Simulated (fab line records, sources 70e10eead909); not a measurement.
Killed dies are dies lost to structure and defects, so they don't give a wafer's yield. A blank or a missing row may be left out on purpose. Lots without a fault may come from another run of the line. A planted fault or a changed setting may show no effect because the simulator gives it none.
Chamber matching | flow nand_harc | NHARC_A_CHANNEL_HOLE_D1_ETCH_44 on rie_diel-10: 4 sister chambers
The step etches the open film in CF4/O2, target depth 140 nm, overetch 14 nm, time 77 s. 18 wafers are shown with their chamber, then 9 later ones without.

WAFERS WITH THEIR CHAMBER
wafer  | chamber | drypump_motor_current_A (A) | rf_vpp_V (V) | oes_o_777_au (a.u.)
L075.2 | 1       | 5.3                         | 198.5        | 1.006
L075.3 | 0       | 6.1                         | 198.9        | 0.996
L075.6 | 1       | 5.3                         | 197.2        | 1.004
L079.4 | 0       | 6.1                         | 199.3        | 1.001
L079.5 | 1       | 5.3                         | 198.9        | 1.002
L079.6 | 2       | 6.4                         | 196.6        | 0.995
L085.4 | 1       | 5.3                         | 199.1        | 1.007
L085.5 | 2       | 6.4                         | 198.0        | 1.002
L085.6 | 3       | 6.5                         | 197.7        | 1.006
L087.4 | 2       | 6.4                         | 197.9        | 1.003
L087.5 | 2       | 6.4                         | 195.3        | 0.998
L087.6 | 1       | 5.3                         | 197.2        | 0.998
L091.1 | 1       | 5.3                         | 198.9        | 1.003
L091.3 | 3       | 6.6                         | 197.5        | 0.998
L091.4 | 2       | 6.4                         | 197.3        | 0.998
L092.2 | 1       | 5.3                         | 198.2        | 1.000
L092.5 | 2       | 6.4                         | 197.0        | 1.010
L092.6 | 3       | 6.5                         | 196.6        | 1.000

SIGNATURES (means of the wafers above)
reading                 | chamber 0 | chamber 1 | chamber 2 | chamber 3 | scatter within a chamber
drypump_motor_current_A | 6.100     | 5.300     | 6.400     | 6.533     | 0.0218
rf_vpp_V                | 199.100   | 198.286   | 197.017   | 197.267   | 0.826
oes_o_777_au            | 0.99850   | 1.00286   | 1.00100   | 1.00133   | 0.00421
Rule: a wafer's distance from a chamber is the root of the sum, over the readings, of the square of ((its reading less the chamber's mean) divided by the reading's scatter). The wafer belongs to the nearest chamber; if the next one is less than 2 further off, it can't be placed. The scatter: the root of (the sum of the squares of (reading less its chamber's mean) over the shown wafers, divided by (wafers less chambers)).

WAFERS WITHOUT THEIR CHAMBER
wafer  | drypump_motor_current_A (A) | rf_vpp_V (V) | oes_o_777_au (a.u.)
L093.1 | 6.1                         | 199.0        | 0.998
L093.2 | 5.3                         | 197.3        | 1.004
L093.5 | 6.4                         | 197.8        | 0.993
L096.2 | 5.3                         | 196.6        | 0.996
L096.5 | 6.4                         | 196.1        | 0.999
L096.6 | 6.5                         | 198.2        | 0.999
L097.3 | 6.1                         | 198.4        | 1.005
L097.4 | 6.4                         | 197.3        | 1.009
L097.6 | 6.5                         | 196.4        | 0.999

WHICH CHAMBER EACH WENT THROUGH
wafer  | from the rows above | in truth
L093.1 | 0                   | 0
L093.2 | 1                   | 1
L093.5 | 2                   | 2
L096.2 | 1                   | 1
L096.5 | 2                   | 2
L096.6 | 3                   | 3
L097.3 | 0                   | 0
L097.4 | 2                   | 2
L097.6 | 3                   | 3
Placed correctly: 9 of 9. Can't be placed from these rows: 0. Placed wrongly: 0.
